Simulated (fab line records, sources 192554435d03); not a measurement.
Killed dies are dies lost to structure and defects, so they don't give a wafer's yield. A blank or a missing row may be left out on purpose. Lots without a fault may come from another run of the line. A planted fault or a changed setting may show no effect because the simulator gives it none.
Split-lot experiment | flow n5_finfet | 7 lots, 39 wafers read, on a route of 1938 steps

THE SPLIT
At N5_BEOL_M8_DESCUM_33 (chemistry O2, time 7 s), the setting time_s was moved away from the recipe's 7 s on 9 of the 39 wafers read, by -45.4% to +26.0%. The other wafers ran this setting at the recipe's value.

The file shows no step between the split and the reading.

THE READING
CAR-EUV_of_BEOL_M8_COAT_22.thk_nm (the simulator's own value, which no gauge read), in nm, at N5_BEOL_M8_ETCH_72 (etches underlayer in N2/H2, target depth 6.5 nm, time 5.2 s). The file gives no usual value for it. The 30 wafers here that ran the recipe average 20.2 nm, standard deviation 0.095 nm.

wafer  | tool, chamber at the split | time_s as run, s | against the recipe | CAR-EUV_of_BEOL_M8_COAT_22.thk_nm, nm | against lot-mates on the recipe
L075.1 | rie_diel-03, 0,2,0         | 7                | recipe             | 20.2                                  | -
L075.2 | rie_diel-03, 2,1,1         | 7                | recipe             | 20.2                                  | -
L075.3 | rie_diel-03, 2,1,1         | 7                | recipe             | 20.2                                  | -
L075.4 | rie_diel-03, 2,1,1         | 7                | recipe             | 20.2                                  | -
L075.5 | rie_diel-03, 0,2,0         | 7                | recipe             | 20.2                                  | -
L075.6 | rie_diel-03, 0,2,0         | 7                | recipe             | 20.2                                  | -
L079.1 | rie_diel-05, 1,2,3         | 4.137            | -40.9%             | 21.8                                  | +1.5
L079.4 | rie_diel-05, 1,2,3         | 4.137            | -40.9%             | 21.8                                  | +1.5
L079.6 | rie_diel-05, 1,2,3         | 4.137            | -40.9%             | 21.8                                  | +1.5
L079.2 | rie_diel-05, 3             | 7                | recipe             | 20.4                                  | -
L079.3 | rie_diel-05, 2,1           | 7                | recipe             | 20.4                                  | -
L079.5 | rie_diel-05, 2,1           | 7                | recipe             | 20.2                                  | -
L074.2 | rie_diel-01, 1,0,1         | 7                | recipe             | 20.2                                  | -
L074.3 | rie_diel-01, 1,0,1         | 7                | recipe             | 20.2                                  | -
L074.5 | rie_diel-01, 1,0,1         | 7                | recipe             | 20.2                                  | -
L082.1 | rie_diel-05, 0,3,1,3       | 7                | recipe             | 20.2                                  | -
L082.3 | rie_diel-05, 0,3,1,3       | 7                | recipe             | 20.2                                  | -
L082.4 | rie_diel-05, 2             | 7                | recipe             | 20.2                                  | -
L082.5 | rie_diel-05, 2             | 7                | recipe             | 20.2                                  | -
L082.6 | rie_diel-05, 0,3,1,3       | 7                | recipe             | 20.2                                  | -
L082.2 | rie_diel-05, 0,3,1,3       | 7                | recipe             | 20.4                                  | -
L086.1 | rie_diel-03, 2             | 8.817            | +26.0%             | 19.4                                  | -0.8
L086.2 | rie_diel-03, 0,3           | 8.817            | +26.0%             | 19.4                                  | -0.8
L086.3 | rie_diel-03, 0,3           | 8.817            | +26.0%             | 19.2                                  | -1.0
L086.4 | rie_diel-03, 1,0,1         | 7                | recipe             | 20.2                                  | -
L086.5 | rie_diel-03, 1,0,1         | 7                | recipe             | 20.2                                  | -
L086.6 | rie_diel-03, 1,0,1         | 7                | recipe             | 20.2                                  | -
L095.1 | rie_diel-01, 2,3,0         | 3.825            | -45.4%             | 21.8                                  | +1.5
L095.3 | rie_diel-01, 2,3,0         | 3.825            | -45.4%             | 21.8                                  | +1.5
L095.2 | rie_diel-01, 1,0,1         | 7                | recipe             | 20.2                                  | -
L095.6 | rie_diel-01, 1,0,1         | 7                | recipe             | 20.2                                  | -
L095.4 | rie_diel-01, 1,0,1         | 7                | recipe             | 20.4                                  | -
L095.5 | rie_diel-01, 2,3,0         | 3.825            | -45.4%             | 22                                    | +1.7
L097.1 | rie_diel-05, 1,0,2,3,0     | 7                | recipe             | 20.2                                  | -
L097.2 | rie_diel-05, 1,0,2,3,0     | 7                | recipe             | 20.2                                  | -
L097.3 | rie_diel-05, 1,0,2,3,0     | 7                | recipe             | 20.4                                  | -
L097.4 | rie_diel-05, 1,0,2,3,0     | 7                | recipe             | 20.4                                  | -
L097.6 | rie_diel-05, 1,0,2,3,0     | 7                | recipe             | 20.4                                  | -
L097.5 | rie_diel-05, 1             | 7                | recipe             | 20                                    | -
Where a row lists several chambers, the file gives one row for several wafers and doesn't say which wafer went through which chamber.

THE FIT
A straight line over all 39 wafers: CAR-EUV_of_BEOL_M8_COAT_22.thk_nm changes by -0.0365 nm for each +1% of time_s; r = -0.99; the points scatter about the line by 0.097 nm.
The same after taking each lot's own level away (the mean of its wafers on the recipe; 39 wafers): -0.0351 nm for each +1%; r = -0.99; scatter 0.087 nm.
On that fit, the largest move of time_s shifts the reading by 1.6 nm.
The lots' own levels span 20.20 to 20.33 nm, that is 1.4 times the standard deviation above.
So the lot-to-lot level changes the slope little: the two slopes agree.
Check: with one of the wafers moved furthest among these (-45.4%) left out of the fit, the line predicts +1.61 nm for it against its lot-mates. It came out at +1.53 nm against them.

THE WHOLE CHAIN: every reading that the file lists as answering this split, in the file's order
step                 | what it does                                                | reading                                                                            | change (the file's fit)                | r (the file's)
N5_BEOL_M8_DESCUM_33 | chemistry O2, time 7 s                                      | CAR-EUV_of_BEOL_M8_COAT_22.thk_nm (the simulator's own value, which no gauge read) | -0.0362 nm for each +1% of the setting | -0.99
N5_BEOL_M8_ETCH_72   | etches underlayer in N2/H2, target depth 6.5 nm, time 5.2 s | CAR-EUV_of_BEOL_M8_COAT_22.thk_nm (the simulator's own value, which no gauge read) | -0.0352 nm for each +1% of the setting | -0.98

THE FILE'S OWN FIT
CAR-EUV_of_BEOL_M8_COAT_22.thk_nm changes by -0.0352 nm for each +1% of time_s, r = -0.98.
